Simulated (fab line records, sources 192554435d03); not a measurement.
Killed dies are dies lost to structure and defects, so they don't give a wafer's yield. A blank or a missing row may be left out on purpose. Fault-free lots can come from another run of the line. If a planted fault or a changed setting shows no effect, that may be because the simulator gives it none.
Struck lot and sound lot, side by side + flow n5-finfet + 15 out of 1938 route steps
Sound: the wafers L816.4, L816.5, L816.6. Struck: wafer L818.6 (L818.1, L818.5, from the same lot, were not struck and are left out); the cause is given at the end.
For every step that has rows: the tool of each side, followed by ch and its chambers, followed by its first start. Under that, the readings that differ: sound wafers + struck wafers + difference of the means + sigmas: that difference in standard deviations of wafers without a fault.
alike: words and numbers the same on both sides, and readings whose means are apart by under 2 such deviations; not compared: readings that were withheld, readings missing a value for some wafer, numbers with overlapping values and no deviation given by the record, and bounds like >300 which may hide the same value.
A row with sigmas, a row that says differs or no value, or rows on one side alone: a step with any of these is where the two part. Non-overlapping numbers with no deviation appear without sigmas and do not part them. Lack of a reading on every wafer of one side parts them only where that side has two or more wafers.

first, 1 step without rows for these wafers: N5_MOL_CONTACT_COAG_STRIP_69 (strips in N2/H2).
N5_MOL_CONTACT_COAG_ETCHBACK_136: etches SiO2 in CHF3, target depth 25 nm, time 16.7 s.
  sound on rie-diel-02 ch 0,2,3, day 7 06:08; struck on rie-diel-06 ch 2, day 7 17:40
  alike: bias-w, drypump-motor-current-A, mfc-ar-sccm, oes-product-au, rf-vpp-V, showerhead-plenum-p-Torr, throttle-valve-pct
  not compared: rf-hours-counter-h
then, 1 step without rows for these wafers: N5_MOL_CONTACT_COAG_STRIP_120 (strips in CHF3).
N5_MOL_CONTACT_COAG_VIA_ETCH_117: etches SiO2 in C4F6/O2, target depth 40 nm, overetch 8 nm, time 26 s.
  sound on rie-diel-02 ch 0,2,3, day 7 06:10; struck on rie-diel-06 ch 2, day 7 17:41
  alike: bias-w, drypump-motor-current-A, mfc-ar-sccm, oes-product-au, rf-vpp-V, showerhead-plenum-p-Torr, throttle-valve-pct
  not compared: rf-hours-counter-h
N5_MOL_CONTACT_COAG_ETCH_124: etches SiNx in CH3F/O2, stops on SiOC, target depth 6.5 nm.
  sound on rie-diel-02 ch 0,2,3, day 7 06:12; struck on rie-diel-06 ch 2, day 7 17:43
| reading    | sound             | struck | difference | sigmas |
|------------|-------------------|--------|------------|--------|
| bias-w (W) | 72.72 73.33 73.03 | 72.47  | -0.56      | -2     |
  alike: drypump-motor-current-A, mfc-ar-sccm, oes-product-au, rf-vpp-V, showerhead-plenum-p-Torr, throttle-valve-pct
  not compared: rf-hours-counter-h
N5_MOL_CONTACT_COAG_ETCH_48: etches SiOC in C4F6/O2, target depth 15 nm, overetch 4.5 nm, time 17 s.
  sound on rie-diel-02 ch 0,2,3, day 7 06:14; struck on rie-diel-06 ch 2, day 7 17:46
| reading               | sound          | struck | difference | sigmas |
|-----------------------|----------------|--------|------------|--------|
| oes-product-au (a.u.) | 0.66 0.57 0.64 | 0.80   | +0.18      | +2     |
  alike: bias-w, drypump-motor-current-A, mfc-ar-sccm, rf-vpp-V, showerhead-plenum-p-Torr, throttle-valve-pct
  not compared: rf-hours-counter-h
then, 1 step without rows for these wafers: N5_MOL_CONTACT_COAG_STRIP_72 (strips in N2/H2).
N5_MOL_CONTACT_COAG_STRIP_49: strips in N2/H2, time 30 s.
  sound on plasma-asher-02 ch 0,1, day 7 06:23; struck on plasma-asher-02 ch 1, day 7 17:53
  alike: drypump-motor-current-A, h2-flow-sccm, heater-power-w, temp-c
  not compared: rf-hours-counter-h
then, 2 steps without rows for these wafers: N5_MOL_CONTACT_COAG_PRECLEAN_138 (cleans in alkaline clean, time 60 s); N5_MOL_CONTACT_COAG_SRD_139 (time 30 s).
N5_MOL_CONTACT_COAG_CD_MEAS_101 targets a cd of 16 nm.
  sound on cd-sem-01 at day 7 06:31; struck on cd-sem-01 at day 7 18:02
| reading    | sound          | struck | difference | sigmas |
|------------|----------------|--------|------------|--------|
| cd-nm (nm) | 16.4 15.3 15.3 | 16.7   | +1.0       | +2     |
next, for these wafers, 1 step has no rows: N5_MOL_CONTACT_COAG_PRE_CLEAN_121.
N5_MOL_CONTACT_COAG_CVD_140: deposits W, target thk 66.5 nm, time 215 s.
  sound on cvd-w-02 ch 0,1, day 7 06:44; struck on cvd-w-01 ch 1, day 7 18:10
| reading          | sound             | struck | difference | sigmas      |
|------------------|-------------------|--------|------------|-------------|
| run-length-s (s) | 285.4 287.4 285.6 | 370.9  | +84.8      | +99 or more |
  alike: heater-power-w
then, 1 step without rows for these wafers: N5_MOL_CONTACT_COAG_PRECLEAN_127 (cleans in DIW, time 57.5 s).
-- record jumps: 3 days separate the struck wafers' starts on either side; left off in module MOL_CONTACT_COAG, taken up again in module BEOL_M4, whose first shown step is the route's number 1111 --
N5_BEOL_M4_RC_MEAS_101:
  sound on prober-01 ch 0, day 10 16:30; struck on prober-02 ch 0, day 10 18:44
| reading       | sound          | struck | difference | sigmas |
|---------------|----------------|--------|------------|--------|
| SS_N (mV/dec) | 70.7 71.8 71.1 | 73.4   | +2.2       | +2     |
  alike: DIBL_N, DIBL_P, IOFF_N, IOFF_P, ION_N, ION_P, SS_P, VT_N, VT_P

## WHERE THEY PART
Earliest at N5_MOL_CONTACT_COAG_ETCH_124; latest, in this record, at N5_BEOL_M4_RC_MEAS_101.

WHY: the cause the simulator had injected
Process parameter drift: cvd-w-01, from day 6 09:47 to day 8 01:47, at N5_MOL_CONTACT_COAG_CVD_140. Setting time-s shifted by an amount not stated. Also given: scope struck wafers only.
